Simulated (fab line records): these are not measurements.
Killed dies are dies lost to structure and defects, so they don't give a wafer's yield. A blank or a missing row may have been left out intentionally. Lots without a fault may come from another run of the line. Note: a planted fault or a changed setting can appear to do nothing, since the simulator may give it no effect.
fab line records	flow nandHarc
record: lots: 12	wafers: 36	lastDay: 33
route steps=1302 shown P_CONTACT@234 END@1302
lots with no fault: from the same line, run without faults
startH: the number of hours between the record's first day and the start of the first shown wafer of the lot	waitH: hours since the lot's step before	" same as the row above	L1.1+2: a row that stands for several wafers	- no value present, or no start provided	* or withheld: withheld	< > ~ a bound
route shown NAME@n: a module of which the file shows steps, and the number in the route of the first	usual: the fault-free wafers' mean and standard deviation	same: alike in all rows	chamber/n: place in a boat	sites: per-site readings	_std_site: their standard deviation	_edge_site: inner sites' mean taken away from outer sites' mean	radiusMm: for every site, how far away it sits from the centre of the wafer	mask NAME#n: copy n	behind: tool/chamber where the wafer was last shaped	hold: why the lot went on hold/how many hours it stayed there/how the hold came to an end	device: whichever transistor did not switch (one of n, p or np)	end of line: tests of these same wafers at the route's end	a step given without rows: its recipe and nothing more	killed: at the first sort, the dies lost to defects and structure; wafer yield is something else	map: per-die view of a wafer (x killed, . not killed, _ where there is no die)
set.NAME: the run value of the setting; set.NAME@STEP: its run value at that earlier step	model.NAME: the simulator's own value behind a step, which no gauge read
a sample of lots followed through the steps of the route, with each step as a table and each wafer as a row
services: when a tool's chamber went out of use (startH, in hours from the record's first day, below 0 if earlier), for how many hours, and the reason
== steps ==
step: NHARC_P_CONTACT_INSPECT_14
usual: rawDefectCount: 3.9/2.2
lot.wafer	tool	chamber	startH	waitH	rawDefectCount
L230.2	defectInspect-01	-	121.77	0.0	8
L230.4	"	-	"	"	7
L230.6	"	-	"	"	10
L231.2	defectInspect-01	-	133.90	0.0	5
L231.4	"	-	"	"	4
L231.6	"	-	"	"	2
L233.1	defectInspect-02	-	147.84	0.0	5
L233.3	"	-	"	"	4
L233.4	"	-	"	"	3
L235.2	defectInspect-02	-	166.67	0.0	6
L235.5	"	-	"	"	3
L235.6	"	-	"	"	6
L237.1	defectInspect-01	-	182.65	0.0	2
L237.3	"	-	"	"	2
L237.6	"	-	"	"	1
L240.1	defectInspect-02	-	221.30	0.0	2
L240.3	"	-	"	"	5
L240.6	"	-	"	"	7
L242.4	defectInspect-01	-	235.82	0.0	2
L242.5	"	-	"	"	1
L242.6	"	-	"	"	2
L247.2	defectInspect-01	-	293.81	0.0	6
L247.5	"	-	"	"	5
L247.6	"	-	"	"	6
L248.1	defectInspect-01	-	298.71	0.0	5
L248.3	"	-	"	"	4
L248.5	"	-	"	"	5
L250.3	defectInspect-01	-	320.83	0.0	1
L250.5	"	-	"	"	7
L250.6	"	-	"	"	9
L252.2	defectInspect-02	-	340.28	0.0	2
L252.5	"	-	"	"	2
L252.6	"	-	"	"	5
L253.3	defectInspect-01	-	346.87	0.0	4
L253.4	"	-	"	"	7
L253.6	"	-	"	"	8
step: NHARC_P_CONTACT_ETCH_35
recipe: targetDepthA: 390	overEtchFrac: 0.3	timeS: 65	ionEnergyEv: 80	cf4FlowSccm: 150	arFlowSccm: 0	rfW: 300	biasW: 100	chemistry: CF4
usual: drypumpMotorCurrentA: 6.1/0.34	oesProductAu: 1.003/0.011	rfVppV: 151.5/1.1	showerheadPlenumPTorr: 1.78/0.069	throttleValvePct: 13.284/0.0095
lot.wafer	tool	chamber	startH	waitH	drypumpMotorCurrentA	oesProductAu	rfHoursCounterH	rfVppV	showerheadPlenumPTorr	throttleValvePct
L230.4	rieDiel-08	2	121.92	0.1	6.7	1.020	3.8	151.1	1.77	13.281
L230.2	"	0	"	"	5.5	1.012	4.3	150.7	1.74	13.274
L230.6	"	3	"	"	6.0	1.013	-	153.7	1.87	13.277
L231.4	rieDiel-08	0	134.05	0.1	5.5	1.013	4.7	150.7	1.74	13.290
L231.2	"	2	"	"	6.7	1.029	4.4	151.8	1.77	13.305
L231.6	"	0	"	"	5.5	1.002	-	151.9	1.74	13.283
L233.1	rieDiel-05	1	147.99	0.1	6.4	1.004	2.6	150.6	1.68	13.288
L233.3	"	3	"	"	6.0	0.986	1.6	152.8	1.90	13.283
L233.4	"	0	"	"	5.8	0.997	1.5	153.7	1.86	13.268
L235.2	rieDiel-08	3	166.82	0.1	6.0	1.004	6.8	151.8	1.87	13.289
L235.5	"	3	"	"	6.0	1.000	-	152.7	1.87	13.286
L235.6	"	0	"	"	5.5	1.008	-	152.1	1.74	13.297
L237.1	rieDiel-05	3	182.80	0.1	5.9	0.995	2.6	153.6	1.90	13.301
L237.3	"	1	"	"	6.3	1.013	3.5	150.5	1.68	13.283
L237.6	"	0	"	"	5.8	1.000	-	152.6	1.86	13.279
L240.3	rieDiel-05	3	221.46	0.1	6.0	0.996	3.9	152.2	1.90	13.288
L240.1	"	0	"	"	5.8	1.002	3.9	151.6	1.86	13.292
L240.6	"	1	"	"	6.3	1.000	-	149.9	1.68	13.281
L242.4	rieDiel-08	1	235.96	0.1	6.0	0.989	3.1	150.3	1.79	13.264
L242.5	"	1	"	"	5.9	0.999	-	151.9	1.79	13.287
L242.6	"	2	"	"	6.6	1.019	-	150.5	1.77	13.287
L247.2	rieDiel-08	3	293.97	0.1	6.0	1.002	5.2	151.1	1.87	13.297
L247.6	"	0	"	"	5.5	1.020	-	151.3	1.73	13.292
L247.5	"	1	"	"	6.0	0.999	-	151.4	1.79	13.295
L248.1	rieDiel-03	0	298.85	0.1	6.2	0.992	0.4	150.8	1.75	13.280
L248.3	"	3	"	"	6.3	0.997	0.5	149.8	1.70	13.288
L248.5	"	0	"	"	6.2	0.997	-	151.3	1.75	13.286
L250.3	rieDiel-08	3	320.99	0.1	6.0	1.003	6.0	152.8	1.87	13.276
L250.5	"	0	"	"	5.5	1.017	-	150.8	1.73	13.272
L250.6	"	1	"	"	6.0	1.005	-	152.6	1.79	13.297
L252.2	rieDiel-08	0	340.42	0.1	5.5	1.020	8.3	150.6	1.73	13.283
L252.5	"	0	"	"	5.5	1.034	-	151.5	1.73	13.274
L252.6	"	1	"	"	6.0	1.000	-	150.8	1.79	13.287
L253.3	rieDiel-03	2	347.01	0.1	6.3	1.008	2.0	151.4	1.74	13.293
L253.4	"	0	"	"	6.2	0.984	1.9	151.5	1.75	13.283
L253.6	"	2	"	"	6.3	1.004	-	152.3	1.74	13.272
step: NHARC_P_CONTACT_ETCH_18
recipe: targetDepthA: 4810	timeS: 240.5	c4f8FlowSccm: 20	o2FlowSccm: 10	arFlowSccm: withheld	rfW: 600	biasW: 1500	chemistry: C4F8/O2/Ar
usual: oesProductAu: 0.963/0.021	rfVppV: 980/5.4
lot.wafer	tool	chamber	startH	waitH	oesProductAu	rfHoursCounterH	rfVppV
L230.4	rieDiel-08	2	-	-	0.941	4.1	979
L230.2	"	0	"	"	0.921	4.4	977
L230.6	"	2	"	"	0.946	-	978
L231.2	rieDiel-08	2	-	-	0.986	4.7	977
L231.4	"	3	"	"	0.967	5.0	986
L231.6	"	2	"	"	0.989	-	979
L233.3	rieDiel-05	3	-	-	0.962	1.8	989
L233.4	"	1	"	"	0.955	2.7	971
L233.1	"	2	"	"	0.983	2.8	984
L235.2	rieDiel-08	0	-	-	0.986	6.6	976
L235.6	"	0	"	"	0.992	-	976
L235.5	"	1	"	"	0.982	-	981
L237.3	rieDiel-05	2	-	-	0.994	3.7	983
L237.1	"	3	"	"	0.946	2.7	987
L237.6	"	1	"	"	0.970	-	970
L240.1	rieDiel-05	2	-	-	0.974	5.3	984
L240.3	"	0	"	"	0.961	4.0	986
L240.6	"	1	"	"	0.965	-	972
L242.4	rieDiel-08	2	-	-	0.965	2.9	979
L242.5	"	1	"	"	0.968	-	981
L242.6	"	2	"	"	0.972	-	980
L247.2	rieDiel-08	2	-	-	0.989	5.2	978
L247.5	"	2	"	"	0.984	-	978
L247.6	"	3	"	"	0.981	-	987
L248.3	rieDiel-03	0	-	-	0.953	0.6	979
L248.1	"	3	"	"	0.978	0.7	973
L248.5	"	1	"	"	0.964	-	984
L250.3	rieDiel-08	3	-	-	0.961	6.2	987
L250.6	"	1	"	"	0.986	-	980
L250.5	"	2	"	"	1.002	-	978
L252.2	rieDiel-08	1	-	-	0.968	8.3	980
L252.6	"	1	"	"	0.988	-	981
L252.5	"	2	"	"	0.989	-	977
L253.4	rieDiel-03	3	-	-	0.934	2.0	972
L253.3	"	2	"	"	0.941	2.2	976
L253.6	"	0	"	"	0.951	-	977
step: NHARC_P_CONTACT_ETCH_31
recipe: targetDepthA: 300	timeS: 85.7	ionEnergyEv: 120	overEtchFrac: 1	ch3fFlowSccm: 50	o2FlowSccm: 30	arFlowSccm: 200	rfW: 500	biasW: 100	chemistry: CH3F/O2
usual: drypumpMotorCurrentA: 6.1/0.34	oesProductAu: 0.982/0.015	rfVppV: 244.8/1.7	showerheadPlenumPTorr: 2.49/0.098	throttleValvePct: 20.664/0.0083
lot.wafer	tool	chamber	startH	waitH	drypumpMotorCurrentA	oesProductAu	rfHoursCounterH	rfVppV	showerheadPlenumPTorr	throttleValvePct
L230.2	rieDiel-08	0	122.58	-	5.5	0.963	4.5	244.3	2.41	20.675
L230.4	"	1	"	"	5.9	0.964	4.5	244.8	2.50	20.666
L230.6	"	0	"	"	5.5	0.962	-	243.8	2.41	20.682
L231.2	rieDiel-08	0	134.70	-	5.5	0.980	4.9	243.2	2.41	20.655
L231.4	"	3	"	"	6.0	0.990	5.1	246.0	2.61	20.679
L231.6	"	0	"	"	5.5	0.985	-	244.9	2.41	20.684
L233.1	rieDiel-05	0	148.64	-	5.8	0.960	1.9	246.0	2.60	20.666
L233.3	"	2	"	"	6.7	0.983	2.8	246.8	2.55	20.667
L233.4	"	3	"	"	5.9	0.971	1.9	247.0	2.64	20.654
L235.2	rieDiel-08	2	167.47	-	6.7	0.991	7.2	243.7	2.46	20.675
L235.6	"	2	"	"	6.7	0.996	-	244.4	2.46	20.668
L235.5	"	3	"	"	6.0	0.982	-	247.8	2.60	20.648
L237.1	rieDiel-05	3	183.47	-	6.0	0.965	2.8	246.4	2.64	20.667
L237.3	"	1	"	"	6.4	0.992	3.9	243.7	2.32	20.661
L237.6	"	2	"	"	6.6	0.996	-	244.1	2.55	20.667
L240.1	rieDiel-05	0	222.10	-	5.8	0.968	4.1	246.2	2.60	20.663
L240.3	"	2	"	"	6.6	0.987	5.4	243.8	2.55	20.657
L240.6	"	0	"	"	5.8	0.971	-	246.4	2.60	20.674
L242.4	rieDiel-08	1	236.63	-	6.0	0.985	3.4	245.9	2.50	20.670
L242.5	"	3	"	"	6.0	0.979	-	245.3	2.60	20.666
L242.6	"	0	"	"	5.5	0.662	-	243.7	2.41	20.674
L247.2	rieDiel-08	0	294.61	-	5.5	1.007	6.4	242.6	2.41	20.674
L247.5	"	0	"	"	5.6	1.008	-	242.8	2.41	20.660
L247.6	"	1	"	"	6.0	0.981	-	246.2	2.49	20.662
L248.1	rieDiel-03	1	299.51	-	5.8	0.993	0.7	245.0	2.57	20.665
L248.3	"	3	"	"	6.3	0.979	0.8	244.6	2.35	20.661
L248.5	"	1	"	"	5.8	0.988	-	247.2	2.57	20.671
L250.3	rieDiel-08	2	321.65	-	6.7	1.011	6.7	245.6	2.46	20.678
L250.6	"	3	"	"	6.0	0.972	-	247.2	2.60	20.671
L250.5	"	0	"	"	5.6	0.993	-	242.1	2.41	20.652
L252.2	rieDiel-08	2	341.10	-	6.7	1.000	7.4	243.3	2.46	20.669
L252.5	"	0	"	"	5.5	0.993	-	242.0	2.41	20.653
L252.6	"	1	"	"	6.0	0.985	-	245.3	2.49	20.662
L253.4	rieDiel-03	0	347.67	-	6.2	0.965	2.3	245.0	2.44	20.658
L253.3	"	2	"	"	6.4	0.984	2.2	244.0	2.42	20.664
L253.6	"	0	"	"	6.2	0.968	-	243.5	2.44	20.661
step: NHARC_END_SORT_01
recipe: tempC: 25
usual: killedAtArray: 55/12	killedAtOther: 1.0/1.2	killedAtPeriphery: 3.9/2.6	killedDies: 60/12	killedOpen: 3.3/1.9	killedShort: 2.5/1.8
same: grossDies: 677
lot.wafer	tool	chamber	startH	waitH	killedAtArray	killedAtOther	killedAtPeriphery	killedDies	killedOpen	killedShort
L242.4	prober-01	0	674.40	3.4	48	1	1	50	3	5
L242.5	prober-01	0	675.21	3.7	38	0	5	43	6	1
L242.6	prober-01	0	676.02	4.0	41	0	33	74	4	1
killed by level:class
L242.4 A_CHANNEL_HOLE_D1:chamberFilmFlake=28 A_CONTACT:chamberFilmFlake=8 A_M0:chamberFilmFlake=2 P_M2:geometricParticle:open=1 A_ONON_D1:geometricParticle:open=1 A_CHANNEL_FILL_D1:geometricParticle:short=1 A_ONON_D2:geometricParticle:short=1 A_WL_FILL:geometricParticle:short=1
L242.5 A_CHANNEL_HOLE_D1:chamberFilmFlake=23 A_CONTACT:chamberFilmFlake=7 P_M0:geometricParticle:open=3 A_SLIT:chamberFilmFlake=2 A_STAIRCASE:chamberFilmFlake=2 P_GATE:geometricParticle:short=1 P_CONTACT:geometricParticle:open=1 A_CHANNEL_FILL_D1:geometricParticle:open=1
L242.6 P_CONTACT:areaEtch=32 A_CHANNEL_HOLE_D1:chamberFilmFlake=28 A_CONTACT:chamberFilmFlake=6 P_M0:geometricParticle:open=1 A_DECK1_JOINT:geometricParticle:open=1 A_WL_FILL:geometricParticle:open=1 A_WL_FILL:geometricParticle:short=1 A_CONTACT:geometricParticle:open=1
== services ==
tool	chamber	startH	hours	kind
rieDiel-03	-	104.30	9.0	pm
rieDiel-05	3	111.32	11.1	repair
rieDiel-03	2	114.87	2.6	repair
rieDiel-08	0	120.80	-	clean
rieDiel-08	1	120.80	-	clean
rieDiel-08	2	120.80	-	clean
rieDiel-08	3	120.80	-	clean
rieDiel-05	-	123.58	0.1	repair
rieDiel-08	0	145.30	-	clean
rieDiel-08	1	145.30	-	clean
rieDiel-08	2	145.30	-	clean
rieDiel-08	1	170.52	16.8	repair
rieDiel-03	3	176.54	7.5	repair
rieDiel-05	0	190.28	3.3	repair
rieDiel-08	-	190.80	9.0	pm
rieDiel-05	-	195.86	0.9	repair
rieDiel-03	-	202.97	1.0	repair
rieDiel-05	-	229.60	9.0	pm
rieDiel-03	1	265.91	2.6	repair
rieDiel-05	2	269.35	35.1	repair
rieDiel-05	3	270.57	4.6	repair
rieDiel-03	-	281.30	9.0	pm
rieDiel-08	3	299.46	7.4	repair
rieDiel-05	0	306.86	3.9	repair
== key ==
firstSign: step: NHARC_P_CONTACT_ETCH_31	reading: oesProductAu	direction: down	sigmas: 22	usual: 0.982	struck: 0.662
effect: step: NHARC_END_SORT_01	reading: killedAtPeriphery	direction: up	sigmas: 11	usual: 3.9	struck: 33
moreKillsBornAt: NHARC_P_CONTACT_ETCH_31@rieDiel-08: 32
metAt NHARC_P_CONTACT_ETCH_31
struckLots L242
struckWafers L242.6
testerLeftOut L242
notActingAt NHARC_P_CONTACT_INSPECT_14,NHARC_P_CONTACT_ETCH_35,NHARC_P_CONTACT_ETCH_18
onsetBetween 134.70 236.63
fault: kind: processParameterDrift	tool: rieDiel-08	chamber: 0	onsetH: 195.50	steps: NHARC_P_CONTACT_ETCH_31	channel: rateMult	offset: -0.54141	shape: step	endH: 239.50
testerLeftOut: of these lots the tester's yield and bins aren't shown, on N5 and GAA mostly nor the transistor test; their killed dies are dies lost to structure and defects alone, not to doping, threshold or leakage, so they don't give the yield
